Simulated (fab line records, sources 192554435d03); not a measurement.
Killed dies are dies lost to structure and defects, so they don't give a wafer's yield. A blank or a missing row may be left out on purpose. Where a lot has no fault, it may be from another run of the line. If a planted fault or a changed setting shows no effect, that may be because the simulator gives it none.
Split-lot trial | flow n5Finfet | 21 wafers read across 7 lots, on a route 1938 steps long

ON THE SPLIT
At N5_BEOL_M14_EXPOSE_25 (exposes mask M14, target cd 280 nm), the setting doseMj was moved away from the recipe's 26.6 on 5 of the 21 wafers read, by -6.6% to -2.9%. The other wafers ran this setting at the recipe's value.

FROM THE SPLIT TO THE READING: what the file shows between them, 2 steps
- N5_BEOL_M14_DEVELOP_27: develop time 45 s (also split here: developTimeS)
- N5_BEOL_M14_HARDBAKE_32: time 120 s

THE READING
At N5_BEOL_M14_CD_MEAS_28: cdNm in nanometres, against a target cd of 284.4 nm. Typical for fault-free wafers on this fab line: 284.2 nm, with standard deviation 1.2 nm.

wafer  | tool, chamber at the split | doseMj as run | against the recipe | cdNm, nm | against lot-mates on the recipe
L075.3 | krfScanner-02, 0           | 25.78         | -3.1%              | 278.6    | -6.4
L075.5 | krfScanner-02, 0           | 26.6          | recipe             | 286.1    | -
L075.6 | krfScanner-02, 0           | 26.6          | recipe             | 283.9    | -
L085.1 | krfScanner-02, 0           | 26.6          | recipe             | 287.5    | -
L085.5 | krfScanner-02, 0           | 24.85         | -6.6%              | 273.7    | -13.8
L085.6 | krfScanner-02, 0           | 24.85         | -6.6%              | 273.8    | -13.7
L089.1 | krfScanner-02, 0           | 26.6          | recipe             | 284.2    | -
L089.4 | krfScanner-02, 0           | 25.64         | -3.6%              | 278.5    | -6.0
L089.6 | krfScanner-02, 0           | 26.6          | recipe             | 284.9    | -
L088.2 | krfScanner-01, 0           | 26.6          | recipe             | 286.5    | -
L088.4 | krfScanner-01, 0           | 25.84         | -2.9%              | 280.0    | -6.1
L088.6 | krfScanner-01, 0           | 26.6          | recipe             | 285.7    | -
L096.2 | krfScanner-02, 0           | 26.6          | recipe             | 284.4    | -
L096.3 | krfScanner-02, 0           | 26.6          | recipe             | 281.6    | -
L096.6 | krfScanner-02, 0           | 26.6          | recipe             | 283.2    | -
L093.1 | krfScanner-02, 0           | 26.6          | recipe             | 284.6    | -
L093.3 | krfScanner-02, 0           | 26.6          | recipe             | 284.5    | -
L093.6 | krfScanner-02, 0           | 26.6          | recipe             | 284.5    | -
L095.2 | krfScanner-01, 0           | 26.6          | recipe             | 282.8    | -
L095.5 | krfScanner-01, 0           | 26.6          | recipe             | 283.9    | -
L095.6 | krfScanner-01, 0           | 26.6          | recipe             | 283.0    | -

THE FIT
A straight line over all 21 wafers: cdNm changes by +1.64 nm for each +1% of doseMj; r = +0.94; the points scatter about the line by 1.3 nm.
The same after taking each lot's own level away (the mean of its wafers on the recipe; 21 wafers): +2.05 nm for each +1%; r = +0.99; scatter 0.71 nm.
That fit puts the effect of the largest move of doseMj on the reading at 13 nm.
Measured against the standard deviation above, the lots' own levels, which go from 283.07 to 287.50 nm, span 3.7 times it.
In other words, the slope is changed by the lot-to-lot level; the two fits disagree.
Check: with one of the wafers moved furthest among these (-6.6%) left out of the fit, the line predicts -13.3 nm for it against its lot-mates. It came out at -13.8 nm against them.

ADDITIONAL SPLITS CARRIED BY THESE WAFERS
Before the reading, these wafers also passed through other splits. Each is held against what the fit with the lots' levels taken away leaves over:
other split on the same wafers      | wafers away from the commonest value | r with cdNm (lot level and that fit taken away)
N5_BEOL_M13_TRENCH_ETCH_34 timeS    | 2                                    | +0.36
N5_BEOL_M14_DEVELOP_27 developTimeS | 7                                    | -0.07

THE WHOLE CHAIN: every reading that the file lists as answering this split, in the file's order
step                   | what it does                                           | reading                                                        | change (the file's fit)              | r (the file's)
N5_BEOL_M14_CD_MEAS_28 | target cd 284.4 nm                                     | cdNm                                                           | +2.01 nm for each +1% of the setting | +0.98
N5_BEOL_M14_DESCUM_33  | chemistry O2, time 7.9 s                               | BEOL_M14.cdNm (the simulator's own value, which no gauge read) | +2.08 nm for each +1% of the setting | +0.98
N5_BEOL_M14_ETCH_67    | etches SiARC in CF4, target depth 143 nm, time 238.3 s | BEOL_M14.cdNm (the simulator's own value, which no gauge read) | +2.03 nm for each +1% of the setting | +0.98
N5_BEOL_M14_ETCH_68    | etches SOC in N2/H2, time 450 s                        | BEOL_M14.cdNm (the simulator's own value, which no gauge read) | +1.93 nm for each +1% of the setting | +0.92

THE FILE'S OWN FIT
cdNm changes by +2.01 nm for each +1% of doseMj, r = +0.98.
